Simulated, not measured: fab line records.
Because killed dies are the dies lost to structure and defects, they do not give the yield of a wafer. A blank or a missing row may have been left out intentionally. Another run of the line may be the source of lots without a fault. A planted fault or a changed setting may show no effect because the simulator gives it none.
Matching of chambers :: flow nand harc :: 4 sister chambers for NHARC_A_M0_DESCUM_14 on rie diel-06
The step chemistry O2, time 3 s. 4 wafers are shown with their chamber, then 8 later ones without.

## WAFERS WITH THEIR CHAMBER
wafer: L084.6
chamber: 0
drypump motor current A (A): 6.41

wafer: L088.2
chamber: 3
drypump motor current A (A): 6.00

wafer: L088.6
chamber: 2
drypump motor current A (A): 5.60

wafer: L092.2
chamber: 1
drypump motor current A (A): 5.95

## WAFERS MISSING THEIR CHAMBER
wafer: L092.3
drypump motor current A (A): 6.39

wafer: L092.5
drypump motor current A (A): 5.62

wafer: L093.4
drypump motor current A (A): 5.60

wafer: L093.5
drypump motor current A (A): 5.95

wafer: L093.6
drypump motor current A (A): 6.41

wafer: L097.1
drypump motor current A (A): 6.40

wafer: L097.2
drypump motor current A (A): 5.96

wafer: L097.6
drypump motor current A (A): 5.99

## WHICH CHAMBER EACH WENT THROUGH
wafer: L092.3
from the rows above: 0
in truth: 0

wafer: L092.5
from the rows above: 2
in truth: 2

wafer: L093.4
from the rows above: 2
in truth: 2

wafer: L093.5
from the rows above: 1
in truth: 1

wafer: L093.6
from the rows above: 0
in truth: 0

wafer: L097.1
from the rows above: 0
in truth: 0

wafer: L097.2
from the rows above: 1
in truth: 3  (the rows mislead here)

wafer: L097.6
from the rows above: 3
in truth: 3
7 of 8 placed correctly. Not placeable from these rows: 0. Wrongly placed: 1.
How it was worked out, from the rows above alone: a wafer's distance from a chamber is the root of the sum, over the readings, of the square of ((its reading less the chamber's mean) divided by the reading's scatter). If the next closest chamber is less than 2 further off than the closest, the wafer can't be placed; otherwise it belongs to the closest. A chamber's mean is the mean of its shown wafers. The scatter (one wafer shown for each chamber): square how far every hidden wafer sits from the nearest shown wafer, average those squares and take the square root.
